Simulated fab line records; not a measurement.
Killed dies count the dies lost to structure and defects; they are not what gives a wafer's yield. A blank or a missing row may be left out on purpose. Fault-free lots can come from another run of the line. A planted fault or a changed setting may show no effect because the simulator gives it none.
The tool behind it: which one?    flow n5Finfet    24 lots, 72 wafers sampled, at 1 step of a route of 1938

## WHAT EACH GAUGE READ, for each wafer
N5_BEOL_M5_CD_MEAS_35: target cd 28 nm, target cd y 24 nm.
lot   measured      on        cdNm (nm)
L074  day 9 21:46   cdSem-02  27.7 27.6 28.0
L076  day 10 00:56  cdSem-02  28.6 28.2 27.7
L075  day 10 01:19  cdSem-02  28.5 27.7 28.4
L077  day 10 09:33  cdSem-03  27.9 27.3 27.6
L078  day 10 20:08  cdSem-01  27.8 27.9 28.1
L079  day 10 23:40  cdSem-03  28.2 27.9 28.3
L080  day 11 06:28  cdSem-01  28.0 28.0 27.4
L081  day 11 07:23  cdSem-01  27.9 28.1 28.0
L082  day 11 13:02  cdSem-03  28.7 28.0 27.9
L085  day 11 16:51  cdSem-01  28.1 28.4 28.5
L083  day 11 22:27  cdSem-02  28.2 28.4 28.2
L084  day 12 14:18  cdSem-03  28.3 28.7 28.1
L087  day 12 15:02  cdSem-01  28.2 28.2 28.4
L089  day 12 18:11  cdSem-02  28.1 28.4 27.5
L086  day 12 18:30  cdSem-02  28.3 28.4 28.4
L088  day 13 08:32  cdSem-02  27.9 27.8 28.0
L090  day 13 09:25  cdSem-03  28.0 27.6 27.9
L091  day 14 03:27  cdSem-03  27.8 27.8 27.8
L092  day 14 09:40  cdSem-03  28.1 28.7 28.4
L094  day 14 12:56  cdSem-01  28.1 28.7 27.9
L093  day 14 13:19  cdSem-01  28.9 27.7 28.4
L095  day 14 17:54  cdSem-03  27.4 27.9 28.0
L096  day 14 18:05  cdSem-03  28.2 28.5 28.0
L097  day 15 14:50  cdSem-01  27.3 27.7 27.7

## EACH LOT AND THE TOOL THAT RAN IT (in order: tool; ch and the chambers of the sampled wafers; start)
The record shows no process step preceding these readings.

## AS READ BY THE TOOLS THEMSELVES (means over the sampled wafers that have a number; for cases with no such wafer, the mark the record gives instead)
The record holds no such reading with a usual standard deviation.

## THE ANSWER, worked out from the rows above alone
Rule: what is usual is taken from the lots themselves. The widest of any qualifying gaps counts: lots, ordered by their means at a reading, are off when they make up no more than a third of the lots, leave a main group of 4 or more, and stand apart from it by 3 or more times the standard deviation of that group's means. Not used: any main group whose means are identical at the precision the tables above print for the reading. A lot without any number at a reading at which 4 lots or more have one is off too. All remaining lots with rows at the step are treated as sound. First the gauges in route order, then the tools' own readings, where a lot's mean is used as printed above. The first step at which some lot is off is used, and at that step the reading that is off furthest; a lot without a number counts as furthest.
Across all readings shown, no lot is off: no conclusion can be drawn from this.

## WHAT THE SIMULATOR HAD INSERTED
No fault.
